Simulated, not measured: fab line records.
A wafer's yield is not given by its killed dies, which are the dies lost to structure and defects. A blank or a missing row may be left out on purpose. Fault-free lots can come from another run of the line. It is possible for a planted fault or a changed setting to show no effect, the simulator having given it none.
A struck lot beside a sound one	flow n5 finfet	14 steps out of a route of 1938
Sound: these wafers, L288.1, L288.3, L288.4. Struck: wafer L306.2 (left out: L306.5, a lot-mate that was not struck); the cause follows at the end.
Each step with rows lists, per side, the tool, then ch with its chambers, then its first start. Under that, the readings that differ: sound wafers	struck wafers	difference of the means	sigmas: that difference in standard deviations of wafers without a fault.
alike: a reading whose means differ by less than 2 such deviations, as well as words and numbers matching on both sides. not compared: withheld readings; readings where some wafer has no value; bounds like >300 that might hide an equal value; numbers whose values overlap and for which the record gives no deviation.
Wherever a step has rows on one side only, a row that says differs or no value, or a row with sigmas, the two part there. Numbers that have no deviation but don't overlap get no sigmas and don't part them. Lack of a reading on every wafer of one side parts them only where that side has two or more wafers.

first, 8 steps without rows for these wafers: N5_BEOL_M9_COAT_64 (time 60 s, resist thk 12 nm); N5_BEOL_M9_COAT_75 (time 60 s, resist thk 5 nm); N5_BEOL_M9_COAT_22 (resist thk 30 nm); N5_BEOL_M9_EBR_24; N5_BEOL_M9_SOFTBAKE_23 (time 60 s); N5_BEOL_M9_EXPOSE_25 (exposes mask V8); N5_BEOL_M9_PEB_26 (peb time 60 s); N5_BEOL_M9_DEVELOP_27 (develop time 30 s).
N5_BEOL_M9_CD_MEAS_28: the cd target is 70 nm.
  sound on cd sem-03 ch 0, day 9 20:09; struck on cd sem-01 ch 0, day 14 20:17
  alike: cd nm
N5_BEOL_M9_OVL_MEAS_29:
  sound on overlay-02 ch 0, day 9 20:11; struck on overlay-02 ch 0, day 14 20:20
  alike: V8_OVL
N5_BEOL_M9_INSPECT_30: inspects for defects (brightfield).
  sound on defect inspect-02 at day 9 20:14; struck on defect inspect-02 at day 14 20:23
  alike: raw defect count
N5_BEOL_M9_DESCUM_33: chemistry O2, time 7 s.
  sound on rie diel-05 ch 0,1,2, day 9 20:22; struck on rie diel-05 ch 3, day 14 21:47
  alike: drypump motor current A, oes product au, rf vpp V, showerhead plenum p Torr, throttle valve pct
  not compared: rf hours counter h
N5_BEOL_M9_ETCH_76: etches underlayer in N2/H2, target depth 6.5 nm, time 5.2 s.
  sound on rie diel-05 ch 0,1,2, day 9 20:23; struck on rie diel-05 ch 3, day 14 21:49
reading	sound	struck	difference	sigmas
etch rf on time s (s)	5.21 5.26 5.21	3.78	-1.45	-13
  alike: drypump motor current A, h2 flow sccm, oes product au, rf vpp V, showerhead plenum p Torr, throttle valve pct
  not compared: rf hours counter h
N5_BEOL_M9_ETCH_65: etches SiARC in CF4, target depth 15.6 nm, time 26 s.
  sound on rie diel-05 ch 0,1,2, day 9 20:25; struck on rie diel-05 ch 3, day 14 21:50
  alike: drypump motor current A, etch rf on time s, oes product au, rf vpp V, showerhead plenum p Torr, throttle valve pct
  not compared: rf hours counter h

WHERE THEY PART
Within this record, at N5_BEOL_M9_ETCH_76 only. Later steps at which nothing parts them and some readings are alike: N5_BEOL_M9_ETCH_65.

WHY: whatever the simulator had introduced
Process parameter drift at N5_BEOL_M9_ETCH_76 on rie diel-05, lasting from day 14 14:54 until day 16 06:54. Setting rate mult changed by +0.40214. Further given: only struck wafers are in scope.
